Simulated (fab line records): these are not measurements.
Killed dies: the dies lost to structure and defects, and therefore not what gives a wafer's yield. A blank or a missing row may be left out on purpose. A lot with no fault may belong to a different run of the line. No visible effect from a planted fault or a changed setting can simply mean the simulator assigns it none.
Split-lot experiment -- flow n5-finfet -- 21 wafers read across 7 lots, on a route 1938 steps long

== THE SPLIT ==
At N5_BEOL_M1_ETCH_64 (etches SOC in N2/H2, target depth 75 nm, overetch 15 nm, time 112.5 s), the setting source-w was moved away from the recipe's 840 W on 4 of the 21 wafers read, by -6.3% to +10.9%. For the rest of the wafers, this setting stayed at what the recipe calls for.

The reading is taken at the split's own step.

== THE READING ==
rf-vpp-V, in V, at N5_BEOL_M1_ETCH_64 (etches SOC in N2/H2, target depth 75 nm, overetch 15 nm, time 112.5 s). On this fab line, fault-free wafers typically give 525.0 V with a standard deviation of 2.9 V.

wafer,"tool, chamber at the split","source-w as run, W",against the recipe,"rf-vpp-V, V",against lot-mates on the recipe
L076.1,"rie-diel-03, 3",925.5,+10.2%,506.4,-19.9
L076.2,"rie-diel-03, 2",840,recipe,526.3,-
L076.3,"rie-diel-03, 1",925.5,+10.2%,506.1,-20.2
L077.1,"rie-diel-05, 3",840,recipe,522.4,-
L077.4,"rie-diel-05, 0",840,recipe,526.9,-
L077.6,"rie-diel-05, 3",840,recipe,523.0,-
L080.2,"rie-diel-05, 2",840,recipe,527.5,-
L080.3,"rie-diel-05, 3",840,recipe,522.1,-
L080.5,"rie-diel-05, 1",840,recipe,528.2,-
L083.2,"rie-diel-05, 0",840,recipe,527.9,-
L083.4,"rie-diel-05, 1",840,recipe,528.4,-
L083.6,"rie-diel-05, 1",840,recipe,528.5,-
L084.2,"rie-diel-04, 3",840,recipe,525.9,-
L084.4,"rie-diel-04, 0",931.9,+10.9%,505.4,-19.6
L084.6,"rie-diel-04, 0",840,recipe,524.0,-
L093.1,"rie-diel-05, 2",787.4,-6.3%,539.7,+15.5
L093.2,"rie-diel-05, 3",840,recipe,521.0,-
L093.4,"rie-diel-05, 1",840,recipe,527.5,-
L094.2,"rie-diel-04, 1",840,recipe,526.3,-
L094.3,"rie-diel-04, 0",840,recipe,524.3,-
L094.4,"rie-diel-04, 2",840,recipe,519.7,-

FIT RESULTS
A straight line over all 21 wafers: rf-vpp-V changes by -1.91 V for each +1% of source-w; r = -0.95; the points scatter about the line by 2.6 V.
The same after taking each lot's own level away (the mean of its wafers on the recipe; 21 wafers): -1.98 V for each +1%; r = -0.97; scatter 2.2 V.
That fit puts the effect of the largest move of source-w on the reading at 22 V.
Measured against the standard deviation above, the lots' own levels, which go from 523.43 to 528.27 V, span 1.7 times it.
The two slopes are in agreement: the lot-to-lot level therefore moves the slope only a little.
Check: for one of the wafers moved furthest among these (+10.9%), held out of the fit, the line's prediction against its lot-mates is -22.3 V. It came out at -19.6 V against them.
Tool readings at the split's step, against how far the setting was moved: rf-vpp-V r = -0.95.

== THE FILE'S OWN FIT ==
rf-vpp-V changes by -1.96 V for each +1% of source-w, r = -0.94.
